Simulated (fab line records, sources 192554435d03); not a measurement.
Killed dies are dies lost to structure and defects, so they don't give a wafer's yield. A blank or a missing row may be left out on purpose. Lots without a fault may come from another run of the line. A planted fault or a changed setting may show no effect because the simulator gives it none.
A struck lot beside a sound one | flow n5_finfet | 38 steps out of a route of 1938
Sound: wafers L213.3, L213.4, L213.6. Struck: wafers L211.2, L211.5. (L211.4 of the same lot was not struck and is left out.) The cause comes at the end.
At each step with rows: each side's tool, then ch and its chambers, then its first start. Under that, the readings that differ: sound wafers | struck wafers | difference of the means | sigmas: that difference in standard deviations of wafers without a fault.
alike: readings whose means differ by less than 2 such deviations, and words and numbers that are the same on both sides. not compared: withheld readings, readings that some wafer has no value for, bounds like >300 that may hide the same value, and numbers for which the record gives no deviation and whose values overlap.
The two part at a step that has a row with sigmas, a row that says differs or no value, or rows on one side only. Numbers that don't overlap but have no deviation are shown without sigmas and don't part them. A reading that every wafer of one side lacks parts them only if that side has two wafers or more.

first, 9 steps without rows for these wafers: N5_BEOL_M4_ANNEAL_95 (time 240 s); N5_BEOL_M4_SPUTTER_96 (material Cu, target thk 4.5 nm, time 8.29 s); N5_BEOL_M4_ECD_50 (material Cu, target thk 300 nm); N5_BEOL_M4_ANNEAL_51 (time 90 s); N5_BEOL_M4_CMP_52 (polishes, stops on SiOC, t overpolish 6.8 s, target thk 40 nm); N5_BEOL_M4_PRE_CLEAN_60 (time 15 s); N5_BEOL_M4_CO_CAP_55 (material Co, precursor CCTBA/H2, target thk 2 nm, time 102.1 s); N5_BEOL_M4_PRE_CLEAN_56 (time 15 s); N5_BEOL_M4_DEP_57 (deposits SiCN from 3MS/NH3, target thk 8 nm, time 14 s).
N5_BEOL_M4_RC_MEAS_101:
  sound on prober-02 ch 0, day 12 10:41; struck on prober-01 ch 0, day 12 10:20
  alike: DIBL_N, DIBL_P, IOFF_N, IOFF_P, ION_N, ION_P, SS_N, SS_P, VT_N, VT_P
then, 24 steps without rows for these wafers: N5_BEOL_M5_ILD_DEP_00 (deposits SiCOH lowk from DEMS/porogen, target thk 140.64 nm, time 25.9 s); N5_BEOL_M5_CURE_79 (cures SiCOH lowk, time 240 s); N5_BEOL_M5_PECVD_70 (deposits SiO2 from TEOS/O2, target thk 16 nm, time 18 s); N5_BEOL_M5_HM_DEP_02 (deposits TiN, target thk 20 nm); N5_BEOL_M5_COAT_59 (time 60 s, resist thk 60 nm); N5_BEOL_M5_COAT_60 (time 60 s, resist thk 12 nm); N5_BEOL_M5_COAT_71 (time 60 s, resist thk 5 nm); N5_BEOL_M5_COAT_05 (resist thk 30 nm); N5_BEOL_M5_EBR_07; N5_BEOL_M5_SOFTBAKE_06 (time 60 s); N5_BEOL_M5_EXPOSE_08 (exposes mask M5, target cd 28 nm); N5_BEOL_M5_PEB_09 (peb time 60 s); N5_BEOL_M5_DEVELOP_10 (develop time 30 s); N5_BEOL_M5_DESCUM_16 (chemistry O2, time 7 s); N5_BEOL_M5_ETCH_72 (etches underlayer in N2/H2, target depth 6.5 nm, time 5.2 s); N5_BEOL_M5_ETCH_61 (etches SiARC in CF4, target depth 15.6 nm, time 26 s); N5_BEOL_M5_ETCH_62 (etches SOC in N2/H2, target depth 75 nm, overetch 15 nm, time 112.5 s); N5_BEOL_M5_STRIP_63 (strips in N2/H2); N5_BEOL_M5_STRIP_73 (strips in N2/H2); N5_BEOL_M5_STRIP_64 (strips in CF4); N5_BEOL_M5_HM_OPEN_17 (chemistry Cl2/BCl3, target TiN, target depth 20 nm, overetch 6 nm); N5_BEOL_M5_STRIP_19 (strips in O2); N5_BEOL_M5_COAT_65 (time 60 s, resist thk 60 nm); N5_BEOL_M5_COAT_66 (time 60 s, resist thk 12 nm).
N5_BEOL_M9_CMP_52: polishes, stops on SiCOH lowk, t overpolish 7 s, target thk 140 nm.
  sound on cmp-03 ch 1,2, day 14 07:05; struck on cmp-04 ch 1, day 14 07:59
  reading                      | sound             | struck      | difference | sigmas
  barrier_field_endpoint_s (s) | 30.4 28.9 29.2    | 47.0 47.0   | +17.5      | +20
  overpolish_run_s (s)         | 7.007 7.008 6.996 | 0.047 0.036 | -6.962     | -99 or more
  time_to_endpoint_s (s)       | 74 69 65          | 85 85       | +16        | +4
  alike: motor_current_A
N5_BEOL_M9_THK_MEAS_53: measures by xrf.
  sound on film_metro-02, day 14 07:23; struck on film_metro-01, day 14 08:17
  reading     | sound       | struck  | difference | sigmas
  M9_THK (nm) | 140 144 135 | 262 263 | +123       | +38
N5_BEOL_M9_INSPECT_58: inspects for defects (darkfield).
  sound on defect_inspect-02, day 14 07:33; struck on defect_inspect-01, day 14 08:27
  reading          | sound       | struck    | difference | sigmas
  raw_defect_count | 129 163 131 | 4330 4260 | +4154      | +99 or more
-- the record jumps here: 3 days lie between the struck wafers' starts before and after (it left off in module BEOL_M9 and takes up again in module PASSIVATION, whose first step shown is number 1936 of the route) --
N5_PASSIVATION_PROBE_49:
  sound on prober-02, day 16 22:31; struck on prober-02, day 16 23:14
  reading                  | sound          | struck    | difference | sigmas
  defect_limited_yield (%) | 91.2 89.7 90.5 | 0 0       | -90        | -60
  killed_at_M4_up          | 7 27 27        | 1076 1102 | +1069      | +99 or more
  killed_dies              | 104 122 112    | 1180 1180 | +1067      | +59
  killed_on_rim            | 14 11 19       | 152 152   | +137       | +37
  sort_n_pass              | 1076 1058 1068 | 0 0       | -1067      | -59
  sort_yield_pct (%)       | 91.2 89.7 90.5 | 0 0       | -90        | -60
  alike: killed_at_M0_to_M3, killed_at_contacts, killed_at_front_end, killed_at_other, killed_open, killed_short, sort_bin_5_function, sort_bin_6_memory, sort_bin_8_speed

WHERE THEY PART
First at N5_BEOL_M9_CMP_52; last, within this record, at N5_PASSIVATION_PROBE_49.

WHY: what the simulator had put in
Process parameter drift: cmp-04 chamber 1, from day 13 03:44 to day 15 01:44, at N5_BEOL_M9_CMP_52. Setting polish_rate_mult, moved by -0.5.
